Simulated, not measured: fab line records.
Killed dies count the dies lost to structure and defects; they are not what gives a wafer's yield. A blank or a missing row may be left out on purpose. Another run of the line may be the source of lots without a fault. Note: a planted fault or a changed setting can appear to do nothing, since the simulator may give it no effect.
Which tool did it? || flow nand_harc || 14 lots with 42 wafers sampled at 3 steps, on a route of 1302 steps

## WHAT THE GAUGES READ, wafer by wafer
NHARC_P_CONTACT_OVL_MEAS_13.
{"lot": "L495", "measured": "day 6 11:42", "on": "overlay-02", "overlay_x_nm (nm)": "0.1 -0.3 0.3", "overlay_y_nm (nm)": "1.0 0.4 1.1"}
{"lot": "L496", "measured": "day 6 22:16", "on": "overlay-01", "overlay_x_nm (nm)": "0.3 0.8 0.6", "overlay_y_nm (nm)": "0.6 0.6 1.3"}
{"lot": "L498", "measured": "day 7 19:46", "on": "overlay-01", "overlay_x_nm (nm)": "1.3 0.9 1.4", "overlay_y_nm (nm)": "0.5 0.3 0.0"}
{"lot": "L500", "measured": "day 8 22:03", "on": "overlay-02", "overlay_x_nm (nm)": "-1.6 -1.7 -2.0", "overlay_y_nm (nm)": "0.8 0.3 0.8"}
{"lot": "L501", "measured": "day 9 20:20", "on": "overlay-02", "overlay_x_nm (nm)": "2.0 1.7 1.3", "overlay_y_nm (nm)": "0.6 0.1 0.1"}
{"lot": "L502", "measured": "day 9 21:03", "on": "overlay-01", "overlay_x_nm (nm)": "0.0 0.8 0.3", "overlay_y_nm (nm)": "0.8 0.1 1.0"}
{"lot": "L503", "measured": "day 9 21:44", "on": "overlay-02", "overlay_x_nm (nm)": "0.9 1.1 0.8", "overlay_y_nm (nm)": "-0.1 -0.5 -0.5"}
{"lot": "L510", "measured": "day 12 22:23", "on": "overlay-02", "overlay_x_nm (nm)": "-0.3 -1.0 -0.5", "overlay_y_nm (nm)": "0.3 0.2 0.1"}
{"lot": "L512", "measured": "day 13 14:23", "on": "overlay-01", "overlay_x_nm (nm)": "0.5 0.0 0.3", "overlay_y_nm (nm)": "1.2 1.2 1.4"}
{"lot": "L511", "measured": "day 13 14:47", "on": "overlay-02", "overlay_x_nm (nm)": "1.1 1.4 0.5", "overlay_y_nm (nm)": "-0.3 0.3 -0.7"}
{"lot": "L513", "measured": "day 14 10:56", "on": "overlay-01", "overlay_x_nm (nm)": "-0.5 -0.5 -0.5", "overlay_y_nm (nm)": "-1.5 -1.1 -1.3"}
{"lot": "L514", "measured": "day 14 21:14", "on": "overlay-01", "overlay_x_nm (nm)": "0.2 0.2 0.2", "overlay_y_nm (nm)": "-0.8 -0.5 0.1"}
{"lot": "L516", "measured": "day 15 11:57", "on": "overlay-01", "overlay_x_nm (nm)": "2.3 2.3 2.2", "overlay_y_nm (nm)": "-1.2 -1.1 -0.9"}
{"lot": "L515", "measured": "day 15 12:44", "on": "overlay-01", "overlay_x_nm (nm)": "-0.2 0.2 -0.2", "overlay_y_nm (nm)": "0.3 -0.2 -0.1"}

NHARC_P_CONTACT_INSPECT_27.
{"lot": "L495", "measured": "day 6 15:20", "on": "defect_inspect-01", "raw_defect_count": "310 239 348"}
{"lot": "L496", "measured": "day 7 01:26", "on": "defect_inspect-01", "raw_defect_count": "400 371 674"}
{"lot": "L498", "measured": "day 7 22:57", "on": "defect_inspect-02", "raw_defect_count": "367 144 182"}
{"lot": "L500", "measured": "day 9 01:13", "on": "defect_inspect-01", "raw_defect_count": "252 195 267"}
{"lot": "L501", "measured": "day 10 00:10", "on": "defect_inspect-01", "raw_defect_count": "291 344 426"}
{"lot": "L502", "measured": "day 10 00:22", "on": "defect_inspect-01", "raw_defect_count": "571 353 313"}
{"lot": "L503", "measured": "day 10 01:38", "on": "defect_inspect-02", "raw_defect_count": "240 320 262"}
{"lot": "L510", "measured": "day 13 01:37", "on": "defect_inspect-02", "raw_defect_count": "320 131 187"}
{"lot": "L512", "measured": "day 13 17:33", "on": "defect_inspect-01", "raw_defect_count": "292 316 415"}
{"lot": "L511", "measured": "day 13 17:58", "on": "defect_inspect-02", "raw_defect_count": "236 190 270"}
{"lot": "L513", "measured": "day 14 14:08", "on": "defect_inspect-01", "raw_defect_count": "239 280 219"}
{"lot": "L514", "measured": "day 15 00:34", "on": "defect_inspect-01", "raw_defect_count": "258 253 451"}
{"lot": "L516", "measured": "day 15 15:10", "on": "defect_inspect-01", "raw_defect_count": "130 211 266"}
{"lot": "L515", "measured": "day 15 15:54", "on": "defect_inspect-01", "raw_defect_count": "246 247 235"}

## WHICH TOOL RAN EACH LOT (tool, then ch and the chambers of the sampled wafers, then the start)
{"lot": "L495", "NHARC_P_CONTACT_CMP_01": "cmp-02 ch 1,3, day 6 10:55"}
{"lot": "L496", "NHARC_P_CONTACT_CMP_01": "cmp-04 ch 0,1, day 6 21:28"}
{"lot": "L498", "NHARC_P_CONTACT_CMP_01": "cmp-02 ch 0,1,2, day 7 18:51"}
{"lot": "L500", "NHARC_P_CONTACT_CMP_01": "cmp-02 ch 0,1, day 8 21:08"}
{"lot": "L501", "NHARC_P_CONTACT_CMP_01": "cmp-03 ch 0,1,2, day 9 19:32"}
{"lot": "L502", "NHARC_P_CONTACT_CMP_01": "cmp-03 ch 0,1, day 9 20:08"}
{"lot": "L503", "NHARC_P_CONTACT_CMP_01": "cmp-02 ch 0,3, day 9 20:50"}
{"lot": "L510", "NHARC_P_CONTACT_CMP_01": "cmp-04 ch 0,3, day 12 21:29"}
{"lot": "L512", "NHARC_P_CONTACT_CMP_01": "cmp-04 ch 0,1, day 13 13:28"}
{"lot": "L511", "NHARC_P_CONTACT_CMP_01": "cmp-03 ch 1,2, day 13 13:52"}
{"lot": "L513", "NHARC_P_CONTACT_CMP_01": "cmp-04 ch 1,2,3, day 14 10:03"}
{"lot": "L514", "NHARC_P_CONTACT_CMP_01": "cmp-03 ch 1,2,3, day 14 20:21"}
{"lot": "L516", "NHARC_P_CONTACT_CMP_01": "cmp-03 ch 0,1, day 15 11:02"}
{"lot": "L515", "NHARC_P_CONTACT_CMP_01": "cmp-04 ch 0,1,3, day 15 11:50"}
- NHARC_P_CONTACT_CMP_01: polishes SiO2, target thk 200 nm.

## WHAT THE TOOLS THEMSELVES READ (means of the sampled wafers that have a number; where no wafer has one, the mark that the record gives instead)
NHARC_P_CONTACT_CMP_01.
{"lot": "L495", "tool": "cmp-02", "motor_current_A (A)": 10.5}
{"lot": "L496", "tool": "cmp-04", "motor_current_A (A)": 10.5}
{"lot": "L498", "tool": "cmp-02", "motor_current_A (A)": 11.5}
{"lot": "L500", "tool": "cmp-02", "motor_current_A (A)": 12.0}
{"lot": "L501", "tool": "cmp-03", "motor_current_A (A)": 12.6}
{"lot": "L502", "tool": "cmp-03", "motor_current_A (A)": 12.1}
{"lot": "L503", "tool": "cmp-02", "motor_current_A (A)": 10.9}
{"lot": "L510", "tool": "cmp-04", "motor_current_A (A)": 11.6}
{"lot": "L512", "tool": "cmp-04", "motor_current_A (A)": 10.3}
{"lot": "L511", "tool": "cmp-03", "motor_current_A (A)": 13.2}
{"lot": "L513", "tool": "cmp-04", "motor_current_A (A)": 12.2}
{"lot": "L514", "tool": "cmp-03", "motor_current_A (A)": 13.5}
{"lot": "L516", "tool": "cmp-03", "motor_current_A (A)": 12.6}
{"lot": "L515", "tool": "cmp-04", "motor_current_A (A)": 10.9}

## THE ANSWER, worked out from the rows above alone
Rule: what is usual is taken from the lots themselves. Put in order of their means at a reading, lots are off if they are a third of the lots or fewer, leave a main group of 4 or more, and stand apart from it by a gap of 3 or more times the standard deviation of the main group's means; of several such gaps the widest counts. The tables above print the reading to a certain number of digits; a main group whose means all agree to those digits is not used. Also off: a lot with no number at a reading for which 4 or more lots have one. All remaining lots with rows at the step are treated as sound. The gauges are gone through in route order, then the tools' own readings, and for those a lot's mean is taken as printed above. At the first step where some lot is off, the reading lying furthest off is the one used; lots without a number count as furthest.
Across all readings shown, no lot is off: no conclusion can be drawn from this.

## WHAT WAS PUT IN BY THE SIMULATOR
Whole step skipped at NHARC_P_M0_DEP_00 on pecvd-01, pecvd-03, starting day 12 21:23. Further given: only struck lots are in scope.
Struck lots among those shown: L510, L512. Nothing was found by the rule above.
